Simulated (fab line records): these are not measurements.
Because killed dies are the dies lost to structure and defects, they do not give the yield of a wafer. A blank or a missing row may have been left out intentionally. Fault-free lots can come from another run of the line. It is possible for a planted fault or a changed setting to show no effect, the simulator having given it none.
Matching of chambers    flow nand-harc    rie-diel-07 running NHARC_A_SLIT_DESCUM_14: 4 sister chambers
The step chemistry O2, time 3 s. 4 wafers are shown with their chamber, then 7 later ones without.

== WAFERS PAIRED WITH THEIR CHAMBERS ==
wafer   chamber  drypump-motor-current-A (A)
L078.2  0        5.7
L091.5  2        5.7
L089.2  3        5.9
L089.3  1        5.4

== WAFERS WITHOUT THEIR CHAMBER ==
wafer   drypump-motor-current-A (A)
L089.5  5.4
L092.1  5.7
L092.5  5.3
L092.6  5.7
L094.2  5.7
L094.4  5.7
L094.5  5.7

== WHICH CHAMBER EACH WENT THROUGH ==
wafer   from the rows above      in truth
L089.5  1                        1
L092.1  can't be placed: 0 or 2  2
L092.5  1                        1
L092.6  can't be placed: 0 or 2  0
L094.2  can't be placed: 0 or 2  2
L094.4  can't be placed: 0 or 2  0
L094.5  can't be placed: 0 or 2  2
Correct placement for 2 of the 7. Can't be placed from these rows: 5 (the true chamber is among the candidates in 5). Wrongly placed: 0.
How it was worked out, from the rows above alone: a wafer's distance from a chamber is the root of the sum, over the readings, of the square of ((its reading less the chamber's mean) divided by the reading's scatter). The wafer belongs to the nearest chamber; if the next one is less than 2 further off, it can't be placed. Each chamber's mean is taken over the wafers shown for it. The scatter: root of mean squared gap, hidden wafer to nearest shown wafer, with one shown wafer a chamber.
